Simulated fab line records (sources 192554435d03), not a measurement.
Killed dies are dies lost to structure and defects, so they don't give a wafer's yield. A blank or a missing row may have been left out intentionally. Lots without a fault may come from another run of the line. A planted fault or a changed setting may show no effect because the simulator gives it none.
fab line records	flow n5Finfet
record: lots: 6	wafers: 18	lastDay: 16
route steps=1938 shown BEOL_M2@891 BEOL_M4@1111 PASSIVATION@1936
lots with no fault: from the same line, run without faults
startH: hours from the record's first day to the start of the lot's first wafer shown	waitH: hours from the lot's prior step to this one	" the same as in the row above	L1.1+2: several wafers, shown together as one row	- no value present, or no start provided	* or withheld: withheld	< > ~ a bound
route shown NAME@n: NAME is a module with steps in the file, n the number in the route of the first one	usual: mean and standard deviation over wafers with no fault	same: alike in all rows	chamber/n: place in a boat	sites: readings site by site	_std_site: how widely they spread, as a standard deviation	_edge_site: mean of outer sites minus mean of inner sites	radiusMm: for every site, how far away it sits from the centre of the wafer	mask NAME#n: copy n	behind: the most recent tool/chamber to have shaped the wafer	hold: why the lot was held/for how many hours/how that ended	device: transistor that didn't switch, given as n, p or np	end of line: the route-end tests of the same wafers	where a step has no rows: the recipe by itself	killed: at the first sort, the dies lost to defects and structure; wafer yield is something else	map: the dies of a wafer, with x for killed, . for not killed, _ for no die there
set.NAME: the setting as run; set.NAME@STEP: as run at that earlier step	model.NAME: the simulator's own value behind a step, which no gauge read
lots at some steps of the route; a table a step, a row a wafer
services: from which hour (startH, from the record's first day; less than 0 if before it) a tool's chamber was out of use, for how many hours, and why
== steps ==
step: N5_BEOL_M2_ETCH_41
recipe: chemistry: CH3F/O2	target: SiCN	targetDepthA: 299	taperDeg: 2	timeS: 52.5	ionEnergyEv: 120	maskMaterial: TiN	pressureMtorr: 30	sourceW: 395	biasW: 75	Ar_flow_sccm: 150	CH3F_flow_sccm: 30	O2_flow_sccm: 20
usual: drypumpMotorCurrentA: 6.0/0.39	oesProductAu: 0.79/0.094	rfVppV: 297.6/1.5	showerheadPlenumPTorr: 2.01/0.062	throttleValvePct: 16.28/0.2
lot.wafer	tool	chamber	startH	waitH	drypumpMotorCurrentA	oesProductAu	rfHoursCounterH	rfVppV	showerheadPlenumPTorr	throttleValvePct
L302.1	rieDiel-03	1	-	-	5.5	0.72	171	299.0	2.08	16.16
L302.3	"	3	"	"	5.9	0.74	174	297.3	1.99	16.53
L302.4	"	0	"	"	6.5	0.92	-	298.0	2.05	16.42
L303.1	rieDiel-06	3	-	-	5.5	0.75	177	296.5	1.99	16.38
L303.2	"	2	"	"	5.9	0.70	231	297.5	1.98	16.52
L303.6	"	3	"	"	5.5	0.75	-	296.4	1.99	16.39
L304.3	rieDiel-03	3	-	-	5.9	0.73	182	296.4	1.99	16.54
L304.4	"	2	"	"	5.8	0.97	2	298.6	2.07	16.41
L304.6	"	1	"	"	5.5	0.70	-	299.3	2.07	16.16
L307.1	rieDiel-04	3	-	-	6.3	0.72	217	299.8	2.04	16.11
L307.3	"	0	"	"	6.0	0.72	186	295.8	1.89	16.10
L307.6	"	0	"	"	6.0	0.71	-	296.7	1.89	16.10
L317.1	rieDiel-06	1	-	-	6.6	0.92	27	298.3	2.04	15.96
L317.3	"	2	"	"	5.9	0.94	10	296.7	1.97	16.14
L317.5	"	0	"	"	6.1	0.85	-	299.8	2.13	16.44
L321.2	rieDiel-03	1	-	-	5.5	0.68	214	297.1	2.06	16.23
L321.3	"	0	"	"	6.5	0.84	60	298.3	2.03	16.53
L321.5	"	3	"	"	5.9	0.71	-	296.8	1.98	16.59
step: N5_BEOL_M2_STRIP_97
recipe: chemistry: N2/H2	timeS: 10	powerW: 450	tempC: 40	pressureMtorr: 20	rfFrequencyHz: 6e+07	biasPowerW: 7	n2FlowSccm: 200	h2FlowSccm: 200
usual: drypumpMotorCurrentA: 6.0/0.39	oesProductAu: 0.79/0.094	rfVppV: 59.2/0.93	showerheadPlenumPTorr: 2.56/0.077	throttleValvePct: 23.8/0.35
lot.wafer	tool	chamber	startH	waitH	drypumpMotorCurrentA	oesProductAu	rfHoursCounterH	rfVppV	showerheadPlenumPTorr	throttleValvePct
L302.1	rieDiel-03	1	-	-	5.5	0.72	171	61.2	2.63	23.6
L302.3	"	3	"	"	5.9	0.75	174	59.3	2.55	24.2
L302.4	"	0	"	"	6.5	0.95	-	59.7	2.62	24.4
L303.1	rieDiel-06	3	-	-	5.5	0.72	177	60.2	2.55	24.2
L303.2	"	2	"	"	6.0	0.70	231	58.8	2.50	23.7
L303.6	"	3	"	"	5.5	0.73	-	58.2	2.55	24.2
L304.3	rieDiel-03	3	-	-	5.9	0.73	182	58.6	2.55	24.2
L304.4	"	2	"	"	5.8	0.96	2	60.8	2.60	23.8
L304.6	"	1	"	"	5.5	0.72	-	59.0	2.62	23.6
L307.1	rieDiel-04	3	-	-	6.3	0.71	217	59.1	2.62	23.4
L307.3	"	0	"	"	6.0	0.70	186	59.3	2.42	23.6
L307.6	"	0	"	"	6.0	0.71	-	58.6	2.42	23.6
L317.1	rieDiel-06	1	-	-	6.6	0.92	27	59.4	2.59	23.2
L317.3	"	2	"	"	5.9	0.93	10	58.2	2.49	23.5
L317.5	"	0	"	"	6.1	0.85	-	57.6	2.68	23.7
L321.2	rieDiel-03	1	-	-	5.5	0.69	214	58.4	2.61	23.7
L321.3	"	0	"	"	6.5	0.86	60	59.7	2.60	24.4
L321.5	"	3	"	"	5.9	0.72	-	60.0	2.53	24.2
step: N5_BEOL_M2_OCD_MEAS_38
usual: trenchDepthNm: 54.8/0.96
lot.wafer	tool	chamber	startH	waitH	trenchDepthNm
L302.1	ocd-02	-	137.78	-	53.8
L302.3	"	-	"	"	54.8
L302.4	"	-	"	"	55.3
L303.1	ocd-02	-	144.40	-	54.3
L303.2	"	-	"	"	54.1
L303.6	"	-	"	"	54.7
L304.3	ocd-01	-	156.24	-	55.2
L304.4	"	-	"	"	55.3
L304.6	"	-	"	"	54.0
L307.1	ocd-02	-	167.77	-	55.4
L307.3	"	-	"	"	53.0
L307.6	"	-	"	"	53.4
L317.1	ocd-01	-	233.86	-	55.9
L317.3	"	-	"	"	55.1
L317.5	"	-	"	"	57.0
L321.2	ocd-01	-	257.98	-	54.1
L321.3	"	-	"	"	55.2
L321.5	"	-	"	"	55.6
step: N5_BEOL_M2_HM_STRIP_39
recipe: chemistry: peroxideTinStrip	material: TiN	targetDepthA: 250	tempC: 50	timeS: 158
step: N5_BEOL_M2_SRD_40
recipe: timeS: 30	tempC: 23	rinseLiquid: diw	dry: ipaMarangoni
step: N5_BEOL_M2_PRECLEAN_42
recipe: chemistry: residueRemover	timeS: 60	tempC: 40
step: N5_BEOL_M2_SRD_43
recipe: timeS: 30	tempC: 23	rinseLiquid: diw	dry: ipaMarangoni
step: N5_BEOL_M2_CD_MEAS_35
recipe: targetCdNm: 18	targetCdYNm: 22.2	polarity: opening
usual: cdNm: 18.2/0.45
lot.wafer	tool	chamber	startH	waitH	cdNm
L302.1	cdSem-01	-	137.94	0.0	19.3
L302.3	"	-	"	"	18.5
L302.4	"	-	"	"	18.7
L303.1	cdSem-02	-	144.55	0.0	18.4
L303.2	"	-	"	"	18.2
L303.6	"	-	"	"	18.9
L304.3	cdSem-01	-	156.40	0.0	18.3
L304.4	"	-	"	"	18.5
L304.6	"	-	"	"	18.1
L307.1	cdSem-01	-	167.93	0.0	17.5
L307.3	"	-	"	"	17.6
L307.6	"	-	"	"	17.5
L317.1	cdSem-02	-	234.02	0.0	18.2
L317.3	"	-	"	"	18.6
L317.5	"	-	"	"	18.5
L321.2	cdSem-01	-	258.14	0.0	18.6
L321.3	"	-	"	"	18.6
L321.5	"	-	"	"	19.3
step: N5_BEOL_M2_DEGAS_44
recipe: ambient: vacuum	tempC: 250	timeS: 60
step: N5_BEOL_M2_PRE_CLEAN_45
recipe: gas: H2/He	timeS: 30	tempC: 250
step: N5_BEOL_M2_ALD_84
recipe: material: TaN	targetThkA: *	tempC: 275	aldPrecursorFamily: PDMAT	aldCoReactant: NH3	pressureTorr: 3	carrierFlowSccm: 1500	pulseTimeS: 2	purgeTimeS: 3	coReactantPurgeTimeS: 2	coReactantPulseTimeS: 3	aldCycles: 30	precursorVesselTempC: 75	precursorVesselPressureTorr: 26.25	precursorVesselCarrierSccm: 1000
usual: heaterPowerW: 413/36
same: coReactantPurgeTimeS: 2
lot.wafer	tool	chamber	startH	waitH	heaterPowerW
L302.1	aldMetal-03	0	138.14	0.0	441
L302.3	"	1	"	"	374
L302.4	"	2	"	"	363
L303.1	aldMetal-04	0	146.23	0.1	383
L303.2	"	2	"	"	450
L303.6	"	2	"	"	447
L304.3	aldMetal-01	2	156.69	0.0	440
L304.4	"	0	"	"	467
L304.6	"	1	"	"	436
L307.1	aldMetal-04	2	168.29	0.0	440
L307.3	"	0	"	"	371
L307.6	"	2	"	"	445
L317.1	aldMetal-03	2	234.16	0.0	357
L317.3	"	1	"	"	374
L317.5	"	3	"	"	457
L321.2	aldMetal-04	1	258.64	0.1	409
L321.3	"	3	"	"	361
L321.5	"	1	"	"	405
step: N5_BEOL_M2_SURFACE_TREAT_85
recipe: gas: Ar	timeS: *	ionEnergyEv: *	ionCurrentMaCm2: 0.5	pressureMtorr: *	arFlowSccm: 30
usual: pressureMtorr: *	throttleValvePct: *
lot.wafer	tool	chamber	startH	waitH	pressureMtorr	throttleValvePct
L302.1	pvdSputter-01	-	138.46	0.2	*	*
L302.3	"	-	"	"	*	*
L302.4	"	-	"	"	*	*
L303.1	pvdSputter-01	-	146.53	0.2	*	*
L303.2	"	-	"	"	*	*
L303.6	"	-	"	"	*	*
L304.3	pvdSputter-03	-	156.93	0.1	*	*
L304.4	"	-	"	"	*	*
L304.6	"	-	"	"	*	*
L307.1	pvdSputter-01	-	168.60	0.2	*	*
L307.3	"	-	"	"	*	*
L307.6	"	-	"	"	*	*
L317.1	pvdSputter-03	-	234.38	0.1	*	*
L317.3	"	-	"	"	*	*
L317.5	"	-	"	"	*	*
L321.2	pvdSputter-01	-	258.93	0.2	*	*
L321.3	"	-	"	"	*	*
L321.5	"	-	"	"	*	*
step: N5_BEOL_M2_CVD_47
recipe: material: Co	targetThkA: 30	tempC: withheld	precursor: CCTBA/H2	pressureTorr: 30	timeS: 223.8
usual: runLengthS: 246.4/0.5
lot.wafer	tool	chamber	startH	waitH	runLengthS
L302.1	cvdCo-01	0	138.56	0.1	246.8
L302.3	"	2	"	"	245.6
L302.4	"	1	"	"	246.4
L303.1	cvdCo-01	1	146.59	0.0	106.3
L303.2	"	2	"	"	245.3
L303.6	"	1	"	"	246.0
L304.3	cvdCo-02	2	156.99	0.0	245.9
L304.4	"	1	"	"	246.3
L304.6	"	0	"	"	247.3
L307.1	cvdCo-01	2	168.66	0.0	105.9
L307.3	"	0	"	"	106.6
L307.6	"	0	"	"	246.8
L317.1	cvdCo-02	2	234.50	0.1	246.3
L317.3	"	0	"	"	247.0
L317.5	"	1	"	"	246.6
L321.2	cvdCo-02	0	258.99	0.0	247.2
L321.3	"	1	"	"	246.3
L321.5	"	1	"	"	246.4
step: N5_BEOL_M2_SPUTTER_48
recipe: material: Cu	targetThkA: 45	tempC: -20	chamberPressurePa: 0.07	powerW: withheld	timeS: 8.29
usual: substrateTempC: -20.01/0.11	throttleValvePct: 30.0/0.96
lot.wafer	tool	chamber	startH	waitH	substrateTempC	throttleValvePct
L302.1	pvdSputter-02	-	138.73	0.1	-19.98	30.4
L302.3	"	-	"	"	-20.12	30.1
L302.4	"	-	"	"	-20.09	30.4
L303.1	pvdSputter-01	-	146.87	0.2	-19.89	30.7
L303.2	"	-	"	"	-19.88	29.9
L303.6	"	-	"	"	-20.03	30.7
L304.3	pvdSputter-01	-	157.15	0.1	-19.86	27.6
L304.4	"	-	"	"	-19.96	27.8
L304.6	"	-	"	"	-20.04	30.6
L307.1	pvdSputter-02	-	168.87	0.1	-20.01	30.6
L307.3	"	-	"	"	-20.01	30.4
L307.6	"	-	"	"	-20.04	30.3
L317.1	pvdSputter-03	-	235.44	0.9	-20.10	29.5
L317.3	"	-	"	"	-20.09	31.3
L317.5	"	-	"	"	-20.04	28.5
L321.2	pvdSputter-03	-	259.16	0.1	-20.08	29.5
L321.3	"	-	"	"	-20.09	31.2
L321.5	"	-	"	"	-19.85	31.2
step: N5_BEOL_M4_RC_MEAS_101
usual: DIBL_N: 37.5/1.9	DIBL_P: 37.3/2.4	IOFF_N: 0.18/0.038	IOFF_P: 0.23/0.045	ION_N: 677/11	ION_P: 464/8.1	SS_N: 72.0/0.68	SS_P: 73.5/0.77	VT_N: 249/3.3	VT_P: -249/3.6
lot.wafer	tool	chamber	startH	waitH	DIBL_N[mV/V]	DIBL_P[mV/V]	IOFF_N[nA/um]	IOFF_P[nA/um]	ION_N[uA/um]	ION_P[uA/um]	SS_N[mV/dec]	SS_P[mV/dec]	VT_N[mV]	VT_P[mV]
L302.1	prober-01	0	163.18	0.0	39.4	38.4	0.23	0.23	677	451	72.3	74.0	244	-253
L302.3	"	0	"	"	36.6	36.3	0.17	0.21	678	460	71.4	74.4	248	-250
L302.4	"	0	"	"	36.1	34.8	0.17	0.20	673	462	72.6	73.4	249	-248
L303.1	prober-01	0	183.03	0.0	35.5	39.6	0.18	0.24	691	471	72.2	74.1	250	-250
L303.2	"	0	"	"	38.2	41.0	0.24	0.26	677	463	73.3	74.4	247	-249
L303.6	"	0	"	"	34.7	37.8	0.16	0.22	670	466	72.7	72.8	249	-250
L304.3	prober-01	0	185.57	0.3	36.1	36.3	0.18	0.20	666	455	72.6	72.7	250	-251
L304.4	"	0	"	"	37.6	37.5	0.22	0.22	671	459	73.0	73.3	250	-250
L304.6	"	0	"	"	37.3	37.5	0.22	0.22	675	458	72.8	73.1	248	-251
L307.1	prober-01	0	192.86	0.0	32.4	31.8	0.09	0.13	658	455	70.8	72.0	258	-256
L307.3	"	0	"	"	35.6	36.2	0.14	0.17	677	449	71.6	73.2	253	-258
L307.6	"	0	"	"	39.0	38.2	0.21	0.18	686	452	72.7	74.0	249	-257
L317.1	prober-01	0	273.54	0.0	42.7	40.1	0.26	0.27	694	468	73.1	74.8	245	-247
L317.3	"	0	"	"	38.8	35.4	0.18	0.20	679	459	72.7	73.6	248	-249
L317.5	"	0	"	"	39.9	36.7	0.21	0.22	684	462	73.8	74.0	248	-251
L321.2	prober-02	0	293.34	0.2	36.6	35.4	0.15	0.17	672	456	71.6	73.3	253	-255
L321.3	"	0	"	"	40.8	40.6	0.24	0.26	692	469	72.2	75.3	244	-248
L321.5	"	0	"	"	36.8	36.3	0.15	0.18	672	459	72.0	73.1	251	-252
step: N5_PASSIVATION_PROBE_49
usual: defectLimitedYield: 91.2/1.5	killed_at_M0_to_M3: 31/10	killed_at_M4_up: 15/5.9	killedAtContacts: 13/6	killedAtFrontEnd: 41/11	killedAtOther: 4/3.1	killedDies: 104/18	killedOnRim: 14/4.1	killedOpen: 68/13	killedShort: 33/8.1	sort_bin_5_function: 5.1/1.1	sort_bin_6_memory: 3.2/0.69	sortNPass: 1076/18	sortYieldPct: 91.2/1.5
same: grossDies: 1180	killedAtBackSide: 0	sort_bin_4_leakage[%]: 0	sort_bin_8_speed[%]: 0
lot.wafer	tool	chamber	startH	waitH	defectLimitedYield[%]	killed_at_M0_to_M3	killed_at_M4_up	killedAtContacts	killedAtFrontEnd	killedAtOther	killedDies	killedOnRim	killedOpen	killedShort	sort_bin_5_function[%]	sort_bin_6_memory[%]	sortNPass	sortYieldPct[%]
L302.1	prober-02	-	275.47	0.9	91.7	29	17	8	37	7	98	16	61	37	4.9	3.1	1082	91.7
L302.3	prober-02	-	275.57	1.0	92.4	23	15	14	35	3	90	9	64	26	5.1	2.3	1090	92.4
L302.4	prober-02	-	275.62	1.0	92.7	18	20	10	33	5	86	8	55	31	3.9	3.1	1094	92.7
L303.1	prober-02	-	279.65	0.0	92.5	28	8	12	33	8	89	11	65	24	5.2	2.2	1091	92.5
L303.2	prober-02	-	279.70	0.1	91.4	43	5	16	37	1	102	16	77	25	5.2	3.1	1078	91.4
L303.6	prober-02	-	279.90	0.3	90.0	41	13	34	29	1	118	8	81	37	6.6	3.1	1062	90.0
L307.1	prober-01	-	291.07	0.0	89.4	58	11	12	38	6	125	16	71	39	5.5	3.5	1055	89.4
L307.3	prober-01	-	291.17	0.1	90.2	49	15	12	30	10	116	21	69	45	5.7	3.6	1064	90.2
L307.6	prober-01	-	291.32	0.3	91.6	41	13	10	32	3	99	16	60	37	4.7	3.1	1081	91.6
L304.3	prober-01	-	292.32	0.1	88.3	31	17	5	82	3	138	15	83	54	7.7	3.6	1042	88.3
L304.4	prober-01	-	292.37	0.2	88.9	48	28	20	35	0	131	17	91	40	6.2	4.4	1049	88.9
L304.6	prober-01	-	292.47	0.3	90.3	29	27	7	45	7	115	16	75	39	5.4	4.1	1065	90.3
L317.1	prober-01	-	379.36	0.0	90.4	38	10	15	46	4	113	12	73	32	5.7	3.0	1067	90.4
L317.3	prober-01	-	379.46	0.1	91.5	29	16	11	42	2	100	16	65	30	4.5	3.2	1080	91.5
L317.5	prober-01	-	379.56	0.2	91.3	20	7	25	48	3	103	12	76	27	6.1	2.5	1077	91.3
L321.2	prober-01	-	390.01	0.1	93.5	32	13	5	24	3	77	6	57	18	3.9	2.3	1103	93.5
L321.3	prober-01	-	390.06	0.1	93.1	28	14	4	30	5	81	13	50	24	4.3	2.4	1099	93.1
L321.5	prober-01	-	390.16	0.2	91.2	36	7	18	43	0	104	14	67	34	5.8	2.8	1076	91.2
killed by level:class
L302.1 FIN_SAQP:geometricParticle:open=19 MOL_CONTACT_COAG:geometricParticle:open=7 BEOL_M4:geometricParticle:open=7 BEOL_M3:geometricParticle:open=7 BEOL_M4:geometricParticle:short=7 FIN_SAQP:geometricParticle:short=6 BEOL_M0_SAQP:geometricParticle:short=6 BEOL_M0_SAQP:geometricParticle:open=6
L302.3 MOL_CONTACT_COAG:geometricParticle:open=11 FIN_SAQP:geometricParticle:open=10 FIN_SAQP:geometricParticle:short=9 BEOL_M3:geometricParticle:open=8 BEOL_M4:geometricParticle:open=6 STI_FIN_REVEAL:geometricParticle:open=5 MOL_CONTACT_COAG:geometricParticle:short=3 BEOL_M0_SAQP:geometricParticle:open=3
L302.4 BEOL_M3:geometricParticle:open=8 BEOL_M4:geometricParticle:open=7 FIN_SAQP:geometricParticle:open=6 MOL_CONTACT_COAG:geometricParticle:open=6 STARTING-WAFER:geometricParticle:short=6 FIN_SAQP:geometricParticle:short=4 MOL_CONTACT_COAG:geometricParticle:short=4 STARTING-WAFER:geometricParticle:open=4
L303.1 STI_FIN_REVEAL:geometricParticle:open=12 MOL_CONTACT_COAG:geometricParticle:open=10 BEOL_M2:geometricParticle:open=8 BEOL_M0_SAQP:geometricParticle:open=6 DUMMY_GATE:geometricParticle:open=4 GATE_CUT:geometricParticle:short=4 BEOL_M4:geometricParticle:open=4 MIM_TOP:geometricParticle:open=4
L303.2 STI_FIN_REVEAL:geometricParticle:open=15 BEOL_M2:geometricParticle:open=13 DUMMY_GATE:geometricParticle:open=9 BEOL_M0_SAQP:geometricParticle:open=9 MOL_CONTACT_COAG:geometricParticle:open=8 MOL_CONTACT_COAG:geometricParticle:short=8 BEOL_M3:geometricParticle:open=6 BEOL_M1:geometricParticle:open=4
L303.6 MOL_CONTACT_COAG:geometricParticle:open=30 BEOL_M0_SAQP:geometricParticle:short=11 BEOL_M0_SAQP:geometricParticle:open=9 STI_FIN_REVEAL:geometricParticle:open=8 DUMMY_GATE:geometricParticle:open=6 BEOL_M2:geometricParticle:open=6 GATE_CUT:geometricParticle:short=4 MOL_CONTACT_COAG:geometricParticle:short=4
L307.1 BEOL_M0_SAQP:geometricParticle:short=14 HKMG_FIN:areaEtch=14 BEOL_M3:geometricParticle:open=10 BEOL_M0:geometricParticle:open=9 MOL_CONTACT_COAG:geometricParticle:open=8 STI_FIN_REVEAL:geometricParticle:open=7 BEOL_M0_SAQP:geometricParticle:open=7 BEOL_M2:geometricParticle:open=5
L307.3 BEOL_M0_SAQP:geometricParticle:open=12 BEOL_M0_SAQP:geometricParticle:short=12 MOL_CONTACT_COAG:geometricParticle:open=8 BEOL_M3:geometricParticle:open=8 BEOL_M4:geometricParticle:open=7 BEOL_M1:geometricParticle:open=6 BEOL_M3:geometricParticle:short=6 FIN_SAQP:geometricParticle:open=5
L307.6 BEOL_M0_SAQP:geometricParticle:short=10 BEOL_M0_SAQP:geometricParticle:open=8 STI_FIN_REVEAL:geometricParticle:open=7 MOL_CONTACT_COAG:geometricParticle:open=7 BEOL_M3:geometricParticle:open=7 BEOL_M2:geometricParticle:open=6 FIN_SAQP:geometricParticle:short=4 GATE_CUT:geometricParticle:short=4
L304.3 STI_FIN_REVEAL:geometricParticle:open=29 FIN_SAQP:geometricParticle:short=12 BEOL_M4:geometricParticle:open=10 FIN_SAQP:geometricParticle:open=8 BEOL_M0_SAQP:geometricParticle:short=8 STI_FIN_REVEAL:geometricParticle:short=7 STARTING-WAFER:geometricParticle:open=7 ILD0:geometricParticle:short=7
L304.4 BEOL_M0_SAQP:geometricParticle:open=24 MOL_CONTACT_COAG:geometricParticle:open=16 BEOL_M4:geometricParticle:open=16 STI_FIN_REVEAL:geometricParticle:open=14 BEOL_M0_SAQP:geometricParticle:short=14 GATE_CUT:geometricParticle:short=5 STI_FIN_REVEAL:geometricParticle:short=4 MOL_CONTACT_COAG:geometricParticle:short=4
L304.6 STI_FIN_REVEAL:geometricParticle:open=18 BEOL_M4:geometricParticle:open=17 FIN_SAQP:geometricParticle:short=12 BEOL_M0_SAQP:geometricParticle:short=8 BEOL_M0_SAQP:geometricParticle:open=8 BEOL_M2:geometricParticle:open=7 MOL_CONTACT_COAG:geometricParticle:open=6 BEOL_M3:geometricParticle:open=5
L317.1 STI_FIN_REVEAL:geometricParticle:open=14 MOL_CONTACT_COAG:geometricParticle:open=13 FIN_SAQP:geometricParticle:short=7 BEOL_M1:geometricParticle:open=7 HKMG_FIN:areaEtch=7 BEOL_M0:geometricParticle:open=6 FIN_SAQP:geometricParticle:open=5 BEOL_M0_SAQP:geometricParticle:short=5
L317.3 BEOL_M3:geometricParticle:open=11 FIN_SAQP:geometricParticle:open=10 MOL_CONTACT_COAG:geometricParticle:open=10 BEOL_M2:geometricParticle:open=9 FIN_SAQP:geometricParticle:short=7 STI_FIN_REVEAL:geometricParticle:open=6 HKMG_FIN:areaEtch=5 BEOL_M5:geometricParticle:open=4
L317.5 MOL_CONTACT_COAG:geometricParticle:open=18 FIN_SAQP:geometricParticle:open=15 STI_FIN_REVEAL:geometricParticle:open=14 MOL_CONTACT_COAG:geometricParticle:short=7 BEOL_M1:geometricParticle:open=7 FIN_SAQP:geometricParticle:short=6 STI_FIN_REVEAL:geometricParticle:short=5 BEOL_M2:geometricParticle:open=3
L321.2 BEOL_M3:geometricParticle:open=11 BEOL_M1:geometricParticle:open=7 BEOL_M4:geometricParticle:open=7 FIN_SAQP:geometricParticle:short=6 FIN_SAQP:geometricParticle:open=4 MOL_CONTACT_COAG:geometricParticle:open=4 BEOL_M0_SAQP:geometricParticle:short=4 BEOL_M0_SAQP:geometricParticle:open=3
L321.3 BEOL_M3:geometricParticle:open=8 BEOL_M0_SAQP:geometricParticle:open=7 MOL_CONTACT_COAG:geometricParticle:open=4 BEOL_M1:geometricParticle:open=4 BEOL_M5:geometricParticle:open=4 BEOL_M6:geometricParticle:open=3 GATE_CUT:geometricParticle:short=3 BEOL_M4:geometricParticle:open=3
L321.5 MOL_CONTACT_COAG:geometricParticle:open=16 BEOL_M0_SAQP:geometricParticle:short=12 BEOL_M0_SAQP:geometricParticle:open=10 FIN_SAQP:geometricParticle:open=9 GATE_CUT:geometricParticle:short=6 STI_FIN_REVEAL:geometricParticle:open=5 GATE_CUT:geometricParticle:open=5 BEOL_M0:geometricParticle:open=4
== services ==
tool	chamber	startH	hours	kind
rieDiel-03	2	117.19	15.1	repair
aldMetal-04	1	120.06	7.5	repair
aldMetal-04	-	121.13	0.6	repair
rieDiel-03	2	132.32	-	clean
rieDiel-03	2	132.32	-	consumableReplace:focusRing
rieDiel-03	2	132.32	17.9	scheduledDown
rieDiel-03	2	132.32	17.9	ventCycle
rieDiel-06	1	145.99	-	clean
rieDiel-06	1	145.99	-	consumableReplace:focusRing
rieDiel-06	1	145.99	13.5	scheduledDown
rieDiel-06	1	145.99	13.5	ventCycle
cvdCo-01	0	146.09	6.7	repair
aldMetal-03	3	155.44	14.9	repair
aldMetal-04	3	171.99	1.6	repair
aldMetal-04	0	187.57	8.1	repair
rieDiel-06	2	190.81	-	clean
rieDiel-06	2	190.81	-	consumableReplace:focusRing
rieDiel-06	2	190.81	14.4	scheduledDown
rieDiel-03	1	203.54	3.0	repair
cvdCo-02	-	209.48	1.7	repair
cvdCo-01	2	213.79	12.7	repair
cvdCo-02	0	215.00	7.3	repair
rieDiel-06	-	225.12	1.1	repair
cvdCo-01	-	234.55	6.9	pm
== key ==
firstSign: step: N5_BEOL_M2_CVD_47	reading: runLengthS	direction: down	sigmas: 99+	usual: *	struck: *
effect none on later readings
metAt N5_BEOL_M2_CVD_47
struckWafers L303.1,L307.1,L307.3
baselineLoss: step: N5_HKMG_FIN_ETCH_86	wafers: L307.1
onsetBetween 138.56 146.59
fault: kind: processParameterDrift	tool: cvdCo-01	chamber: -	onsetH: 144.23	steps: N5_BEOL_M2_CVD_47	channel: timeS	offset: *	shape: step	endH: 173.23	scope: struckWafersOnly	actsIn: *	stated: *
baselineLoss: these wafers lose ten dies or more at that step, a loss of the line's own and not of a fault; the sort's usual values leave them out
